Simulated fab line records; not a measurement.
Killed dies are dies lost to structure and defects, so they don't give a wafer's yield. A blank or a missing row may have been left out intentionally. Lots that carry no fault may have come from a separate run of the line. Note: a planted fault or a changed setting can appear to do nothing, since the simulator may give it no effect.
Chamber matching / flow nand-harc / NHARC_A_STAIRCASE_DEP_151 on pecvd-02 has 3 sister chambers
The step deposits SiO2, target thk 3800 nm. 3 wafers are shown with their chamber, then 8 later ones without.

EACH WAFER AND ITS CHAMBER
wafer=L836.4; chamber=0; heater-power-w (W)=582
wafer=L836.6; chamber=2; heater-power-w (W)=464
wafer=L835.2; chamber=1; heater-power-w (W)=693

WAFERS MISSING THEIR CHAMBER
wafer=L835.3; heater-power-w (W)=539
wafer=L835.6; heater-power-w (W)=594
wafer=L837.1; heater-power-w (W)=669
wafer=L837.2; heater-power-w (W)=552
wafer=L837.5; heater-power-w (W)=591
wafer=L840.2; heater-power-w (W)=727
wafer=L840.3; heater-power-w (W)=500
wafer=L840.6; heater-power-w (W)=586

WHICH CHAMBER EACH ONE RAN IN
wafer=L835.3; from the rows above=can't be placed: 0 or 2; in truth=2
wafer=L835.6; from the rows above=0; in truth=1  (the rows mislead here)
wafer=L837.1; from the rows above=1; in truth=1
wafer=L837.2; from the rows above=0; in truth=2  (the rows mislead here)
wafer=L837.5; from the rows above=0; in truth=0
wafer=L840.2; from the rows above=1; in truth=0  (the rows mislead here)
wafer=L840.3; from the rows above=can't be placed: 2 or 0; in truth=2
wafer=L840.6; from the rows above=0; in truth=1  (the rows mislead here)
2 of 8 placed correctly. Not placeable from these rows: 2 (in 2, the candidates include the true chamber). 4 placed wrongly.
How it was worked out, from the rows above alone: a wafer's distance from a chamber is the root of the sum, over the readings, of the square of ((its reading less the chamber's mean) divided by the reading's scatter). The wafer belongs to the nearest chamber; if the next one is less than 2 further off, it can't be placed. A chamber's mean is the mean of its shown wafers. The scatter (one wafer shown for each chamber): square how far every hidden wafer sits from the nearest shown wafer, average those squares and take the square root.
